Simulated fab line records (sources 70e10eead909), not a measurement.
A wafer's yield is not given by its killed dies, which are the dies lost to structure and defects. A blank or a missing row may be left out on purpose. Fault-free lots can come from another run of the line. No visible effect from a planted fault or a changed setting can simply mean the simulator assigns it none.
A struck lot beside a sound one + flow nandHarc + 13 steps out of a route of 1302
Sound: the wafers L341.2, L341.4, L341.5. Struck: wafer L343.3. (L343.1, L343.5 of the same lot were not struck and are left out.) The cause comes at the end.
For every step that has rows: the tool of each side, followed by ch and its chambers, followed by its first start. Under that, the readings that differ: sound wafers + struck wafers + difference of the means + sigmas: that difference in standard deviations of wafers without a fault.
alike: same words and numbers on both sides, and readings whose means sit less than 2 such deviations apart. not compared: any withheld reading, any reading some wafer has no value for, any bound like >300 that may hide the same value, and any number with overlapping values for which the record gives no deviation.
The two part at a step that has a row with sigmas, a row that says differs or no value, or rows on one side only. Non-overlapping numbers with no deviation appear without sigmas and do not part them. Lack of a reading on every wafer of one side parts them only where that side has two or more wafers.

NHARC_A_STAIRCASE_TRIM_12: chemistry O2, time 211.2 s.
  sound on rieDiel-03 ch 2,3, day 17 09:14; struck on rieDiel-01 ch 1, day 18 05:44
  alike: drypumpMotorCurrentA, o2FlowSccm, oesProductAu, rfVppV, showerheadPlenumPTorr, throttleValvePct
  not compared: rfHoursCounterH
then, 3 steps without rows for these wafers: NHARC_A_STAIRCASE_ETCH_13 (etches the open film in C4F8/O2, target depth 100 nm, time 40.5 s); NHARC_A_STAIRCASE_TRIM_14 (chemistry O2, time 211.2 s); NHARC_A_STAIRCASE_ETCH_15 (etches the open film in C4F8/O2, target depth 100 nm, time 40.5 s).
NHARC_A_STAIRCASE_TRIM_16: chemistry O2, time 211.2 s.
  sound: rieDiel-03 ch 1,2,3; struck: rieDiel-01 ch 3
| reading                  | sound             | struck | difference | sigmas |
|--------------------------|-------------------|--------|------------|--------|
| drypumpMotorCurrentA (A) | 6.2 5.9 6.3       | 5.0    | -1.1       | -2     |
| oesProductAu (a.u.)      | 1.005 1.013 1.000 | 0.980  | -0.026     | -2     |
  alike: o2FlowSccm, rfVppV, showerheadPlenumPTorr, throttleValvePct
  not compared: rfHoursCounterH
NHARC_A_STAIRCASE_ETCH_17: etches the open film in C4F8/O2, target depth 100 nm, time 40.5 s.
  sound: rieDiel-03 ch 0,1,2; struck: rieDiel-01 ch 3
  alike: biasW, oesProductAu, rfVppV, runLengthS
  not compared: rfHoursCounterH
then, 2 steps without rows for these wafers: NHARC_A_STAIRCASE_TRIM_18 (chemistry O2, time 211.2 s); NHARC_A_STAIRCASE_ETCH_19 (etches the open film in C4F8/O2, target depth 100 nm, time 40.5 s).
NHARC_A_STAIRCASE_TRIM_20: chemistry O2, time 211.2 s.
  sound on rieDiel-01 ch 1,2,3, day 17 10:19; struck on rieDiel-03 ch 2, day 18 07:14
| reading              | sound                | struck | difference | sigmas |
|----------------------|----------------------|--------|------------|--------|
| throttleValvePct (%) | 17.035 17.041 17.038 | 17.016 | -0.022     | -2     |
  alike: drypumpMotorCurrentA, o2FlowSccm, oesProductAu, rfVppV, showerheadPlenumPTorr
  not compared: rfHoursCounterH
NHARC_A_STAIRCASE_ETCH_21: etches the open film in C4F8/O2, target depth 100 nm, time 40.5 s.
  sound: rieDiel-01 ch 0,1; struck: rieDiel-03 ch 0
  alike: biasW, oesProductAu, rfVppV, runLengthS
  not compared: rfHoursCounterH
then, 1 step without rows for these wafers: NHARC_A_STAIRCASE_TRIM_22 (chemistry O2, time 211.2 s).
NHARC_A_STAIRCASE_ETCH_23: etches the open film in C4F8/O2, target depth 100 nm, time 40.5 s.
  sound on rieDiel-01 ch 1,2, day 17 10:41; struck on rieDiel-03 ch 2, day 18 07:40
| reading        | sound          | struck | difference | sigmas |
|----------------|----------------|--------|------------|--------|
| runLengthS (s) | 63.0 60.7 61.1 | 40.6   | -21.0      | -40    |
  alike: oesProductAu, rfVppV
  not compared: biasW, rfHoursCounterH
then, 1 step without rows for these wafers: NHARC_A_STAIRCASE_TRIM_24 (chemistry O2, time 211.2 s).

== WHERE THEY PART ==
Last at NHARC_A_STAIRCASE_ETCH_23 as far as this record goes, first at NHARC_A_STAIRCASE_TRIM_16.

WHY: the cause the simulator had injected
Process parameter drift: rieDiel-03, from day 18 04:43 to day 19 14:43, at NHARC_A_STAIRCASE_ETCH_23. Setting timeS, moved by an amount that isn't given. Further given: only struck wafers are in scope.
